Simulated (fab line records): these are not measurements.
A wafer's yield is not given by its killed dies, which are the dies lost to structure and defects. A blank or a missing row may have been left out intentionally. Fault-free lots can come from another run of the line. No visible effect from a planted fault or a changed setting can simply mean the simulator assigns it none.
Matching of chambers | flow nand-harc | NHARC_P_M2_DEP_33 on pecvd-03: 3 sister chambers
The step deposits SiCN, target thk 30 nm. 22 wafers are shown with their chamber, then 11 later ones without.

## WAFERS WITH THEIR CHAMBER
wafer  | chamber | showerhead-vpp-V (V) | heater-power-w (W) | chamber-pressure-Torr (Torr)
L076.1 | 1       | 1378                 | 600                | 3.006
L076.3 | 0       | 1300                 | 531                | 3.001
L076.4 | 1       | 1371                 | 589                | 3.006
L077.3 | 2       | 1345                 | 488                | 2.995
L077.4 | 2       | 1342                 | 496                | 3.009
L077.6 | 1       | 1382                 | 581                | 2.999
L078.1 | 1       | 1385                 | 659                | 3.009
L078.4 | 1       | 1396                 | 650                | 2.996
L078.6 | 2       | 1345                 | 490                | 3.001
L079.1 | 1       | 1374                 | 618                | 3.011
L079.2 | 2       | 1357                 | 495                | 3.000
L079.4 | 2       | 1357                 | 489                | 2.999
L083.2 | 2       | 1357                 | 466                | 2.993
L083.3 | 1       | 1359                 | 580                | 2.992
L083.4 | 0       | 1303                 | 498                | 3.004
L085.2 | 2       | 1375                 | 509                | 2.992
L085.3 | 0       | 1295                 | 512                | 3.007
L085.6 | 0       | 1294                 | 508                | 2.994
L087.2 | 1       | 1369                 | 547                | 2.990
L087.4 | 2       | 1340                 | 423                | 2.992
L087.5 | 1       | 1370                 | 563                | 2.994
L093.3 | 0       | 1311                 | 548                | 3.003

SIGNATURES, as means of the wafers listed above
reading               | chamber 0 | chamber 1 | chamber 2 | scatter within a chamber
showerhead-vpp-V      | 1300.60   | 1376.00   | 1352.25   | 10.4
heater-power-w        | 519.40    | 598.56    | 482.00    | 30.7
chamber-pressure-Torr | 3.00180   | 3.00033   | 2.99763   | 0.00659
Rule: a wafer lies at a distance from a chamber equal to the root of the sum of squares, over the readings, of (its reading less the chamber's mean, divided by the reading's scatter). The wafer belongs to the nearest chamber; if the next one is less than 2 further off, it can't be placed. The scatter: the root of (the sum of the squares of (reading less its chamber's mean) over the shown wafers, divided by (wafers less chambers)).

## WAFERS WHOSE CHAMBER IS MISSING
wafer  | showerhead-vpp-V (V) | heater-power-w (W) | chamber-pressure-Torr (Torr)
L093.5 | 1295                 | 573                | 3.007
L093.6 | 1349                 | 495                | 2.996
L094.4 | 1355                 | 578                | 3.005
L094.5 | 1289                 | 545                | 2.998
L094.6 | 1366                 | 540                | 2.998
L095.1 | 1352                 | 483                | 3.016
L095.2 | 1261                 | 542                | 2.991
L095.5 | 1382                 | 557                | 3.008
L096.1 | 1373                 | 565                | 2.995
L096.2 | 1339                 | 473                | 3.004
L096.3 | 1315                 | 494                | 3.001

## EACH ONE'S CHAMBER
wafer  | from the rows above     | in truth
L093.5 | 0                       | 0
L093.6 | 2                       | 2
L094.4 | can't be placed: 1 or 2 | 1
L094.5 | 0                       | 0
L094.6 | can't be placed: 1 or 2 | 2
L095.1 | 2                       | 2
L095.2 | 0                       | 0
L095.5 | 1                       | 1
L096.1 | can't be placed: 1 or 2 | 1
L096.2 | 2                       | 2
L096.3 | 0                       | 0
Correct placement for 8 of the 11. Can't be placed from these rows: 3 (the true chamber is among the candidates in 3). Placed wrongly: 0.
